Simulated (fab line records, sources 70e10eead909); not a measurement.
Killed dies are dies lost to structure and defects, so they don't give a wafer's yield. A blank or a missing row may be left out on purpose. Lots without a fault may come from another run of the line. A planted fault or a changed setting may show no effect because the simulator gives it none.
Which tool did it? | flow nand_harc | 15 lots, 45 wafers sampled, at 3 steps of a route of 1302

WHAT THE GAUGES READ, wafer by wafer
NHARC_A_ONON_D1_THK_MEAS_08: measures by ellipsometry.
lot  | measured     | on            | thk_nm (nm)
L613 | day 7 16:48  | film_metro-01 | 1008 1010 1010
L614 | day 8 11:13  | film_metro-02 | 1011 1011 1009
L616 | day 8 23:27  | film_metro-02 | 1011 1008 1008
L617 | day 9 10:29  | film_metro-01 | 1009 1009 1009
L618 | day 9 17:46  | film_metro-01 | 991 988 989
L619 | day 10 02:26 | film_metro-02 | 990 988 991
L620 | day 10 21:28 | film_metro-02 | 1003 1001 1001
L624 | day 12 04:58 | film_metro-01 | 999 999 998
L626 | day 13 04:34 | film_metro-01 | 996 997 998
L627 | day 13 22:52 | film_metro-02 | 986 988 984
L631 | day 15 01:59 | film_metro-01 | 1000 1001 1000
L632 | day 15 11:53 | film_metro-02 | 990 989 989
L633 | day 16 05:52 | film_metro-02 | 984 982 984
L634 | day 16 14:47 | film_metro-01 | 996 996 995
L635 | day 17 07:36 | film_metro-01 | 994 996 995

NHARC_A_ONON_D1_THK_MEAS_18: measures by ellipsometry.
lot  | measured     | on            | thk_nm (nm)
L613 | day 8 02:02  | film_metro-02 | 1006 1008 1007
L614 | day 8 20:55  | film_metro-02 | 988 989 989
L616 | day 9 10:36  | film_metro-02 | 979 981 978
L617 | day 9 20:41  | film_metro-01 | 996 994 994
L618 | day 10 02:38 | film_metro-01 | 997 998 998
L619 | day 10 11:34 | film_metro-02 | 989 989 990
L620 | day 11 09:58 | film_metro-01 | 1009 1009 1007
L624 | day 12 13:55 | film_metro-01 | 998 999 999
L626 | day 13 15:14 | film_metro-01 | 1008 1007 1008
L627 | day 14 08:54 | film_metro-02 | 992 993 991
L631 | day 15 11:59 | film_metro-02 | 1003 1005 1003
L632 | day 15 23:35 | film_metro-01 | 994 994 996
L633 | day 16 16:35 | film_metro-01 | 1006 1005 1007
L634 | day 16 23:42 | film_metro-01 | 985 985 985
L635 | day 17 20:11 | film_metro-01 | 984 986 985

NHARC_A_ONON_D1_THK_MEAS_24: measures by ellipsometry.
lot  | measured     | on            | thk_nm (nm)
L613 | day 8 03:10  | film_metro-02 | 982 982 982
L614 | day 8 22:20  | film_metro-01 | 994 993 993
L616 | day 9 11:44  | film_metro-02 | 983 982 983
L617 | day 9 21:50  | film_metro-02 | 1006 1006 1004
L618 | day 10 03:46 | film_metro-01 | 990 989 990
L619 | day 10 12:42 | film_metro-01 | 1021 1021 1021
L620 | day 11 11:06 | film_metro-01 | 1000 997 1000
L624 | day 12 15:04 | film_metro-01 | 991 991 992
L626 | day 13 16:22 | film_metro-01 | 1009 1010 1009
L627 | day 14 10:10 | film_metro-01 | 998 997 997
L631 | day 15 13:07 | film_metro-02 | 994 993 994
L632 | day 16 00:43 | film_metro-02 | 989 990 988
L633 | day 16 17:44 | film_metro-01 | 1000 1003 1001
L634 | day 17 00:50 | film_metro-01 | 989 990 987
L635 | day 17 21:19 | film_metro-02 | 999 998 999

WHICH TOOL RAN EACH LOT (tool, then ch and the chambers of the sampled wafers, then the start)
The record holds no process step before these readings.

WHAT THE TOOLS THEMSELVES READ (means of the sampled wafers that have a number; where no wafer has one, the mark that the record gives instead)
The record holds no such reading with a usual standard deviation.

THE ANSWER, worked out from the rows above alone
Rule: what is usual is taken from the lots themselves. Put in order of their means at a reading, lots are off if they are a third of the lots or fewer, leave a main group of 4 or more, and stand apart from it by a gap of 3 or more times the standard deviation of the main group's means; of several such gaps the widest counts. A main group whose means are all the same, to the digits that the tables above print for the reading, isn't used. A lot without any number at a reading at which 4 lots or more have one is off too. The other lots that the step has rows for count as sound. The gauges are gone through in route order, then the tools' own readings, and for those a lot's mean is taken as printed above. The first step at which some lot is off is used, and at that step the reading that is off furthest; a lot without a number counts as furthest.
No lot is off at any reading shown: from this, nothing can be told.

WHAT THE SIMULATOR HAD PUT IN
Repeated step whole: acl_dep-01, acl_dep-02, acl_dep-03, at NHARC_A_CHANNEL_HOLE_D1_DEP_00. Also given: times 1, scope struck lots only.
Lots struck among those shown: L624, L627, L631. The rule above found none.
